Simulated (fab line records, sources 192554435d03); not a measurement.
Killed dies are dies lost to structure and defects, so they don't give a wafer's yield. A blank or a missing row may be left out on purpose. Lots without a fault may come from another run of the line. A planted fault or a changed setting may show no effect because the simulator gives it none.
Chamber matching | flow n5_finfet | N5_BEOL_M4_DEP_57 on pecvd-03: 3 sister chambers
The step deposits SiCN from 3MS/NH3, target thk 8 nm, time 14 s. 20 wafers are shown with their chamber, then 10 later ones without.

WAFERS WITH THEIR CHAMBER
wafer  | chamber | showerhead_plenum_p_Torr (Torr) | rf_fwd_power_W (W) | throttle_valve_pct (%)
L076.1 | 0       | 3.661                           | 197.8              | 9.4
L076.4 | 2       | 3.675                           | 200.3              | 8.6
L076.6 | 1       | 3.682                           | 199.6              | 8.9
L078.1 | 0       | 3.655                           | 200.0              | 9.3
L078.2 | 1       | 3.681                           | 200.5              | 8.8
L078.4 | 1       | 3.685                           | 200.5              | 9.1
L080.2 | 1       | 3.687                           | 200.4              | 9.1
L080.3 | 2       | 3.681                           | 200.8              | 8.8
L080.4 | 1       | 3.676                           | 200.2              | 9.1
L082.1 | 2       | 3.669                           | 201.2              | 8.9
L082.3 | 0       | 3.652                           | 198.5              | 9.3
L082.6 | 1       | 3.684                           | 200.9              | 8.9
L086.2 | 1       | 3.683                           | 200.3              | 8.9
L086.4 | 0       | 3.647                           | 198.5              | 9.3
L086.6 | 2       | 3.673                           | 200.8              | 8.7
L087.1 | 2       | 3.678                           | 200.9              | 8.7
L087.3 | 0       | 3.647                           | 198.4              | 9.3
L087.5 | 0       | 3.642                           | 198.0              | 9.3
L091.3 | 1       | 3.673                           | 200.7              | 9.1
L091.4 | 2       | 3.669                           | 201.3              | 9.2

SIGNATURES (means of the wafers above)
reading                  | chamber 0 | chamber 1 | chamber 2 | scatter within a chamber
showerhead_plenum_p_Torr | 3.65067   | 3.68138   | 3.67417   | 0.00542
rf_fwd_power_W           | 198.533   | 200.387   | 200.883   | 0.524
throttle_valve_pct       | 9.317     | 8.988     | 8.817     | 0.143
Rule: a wafer's distance from a chamber is the root of the sum, over the readings, of the square of ((its reading less the chamber's mean) divided by the reading's scatter). The wafer belongs to the nearest chamber; if the next one is less than 2 further off, it can't be placed. The scatter: the root of (the sum of the squares of (reading less its chamber's mean) over the shown wafers, divided by (wafers less chambers)).

WAFERS WITHOUT THEIR CHAMBER
wafer  | showerhead_plenum_p_Torr (Torr) | rf_fwd_power_W (W) | throttle_valve_pct (%)
L091.6 | 3.659                           | 199.5              | 9.3
L094.2 | 3.682                           | 199.8              | 9.0
L094.3 | 3.647                           | 198.6              | 9.2
L094.4 | 3.660                           | 199.8              | 9.3
L095.1 | 3.645                           | 199.4              | 9.5
L095.4 | 3.674                           | 200.5              | 8.8
L095.5 | 3.658                           | 198.7              | 9.3
L096.1 | 3.677                           | 200.3              | 9.0
L096.2 | 3.659                           | 198.9              | 9.5
L096.6 | 3.684                           | 202.0              | 9.0

WHICH CHAMBER EACH WENT THROUGH
wafer  | from the rows above          | in truth
L091.6 | 0                            | 0
L094.2 | can't be placed: 1 or 2      | 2
L094.3 | 0                            | 0
L094.4 | can't be placed: 0 or 1 or 2 | 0
L095.1 | 0                            | 0
L095.4 | can't be placed: 2 or 1      | 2
L095.5 | 0                            | 0
L096.1 | can't be placed: 1 or 2      | 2
L096.2 | 0                            | 0
L096.6 | can't be placed: 2 or 1      | 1
Placed correctly: 5 of 10. Can't be placed from these rows: 5 (the true chamber is among the candidates in 5). Placed wrongly: 0.
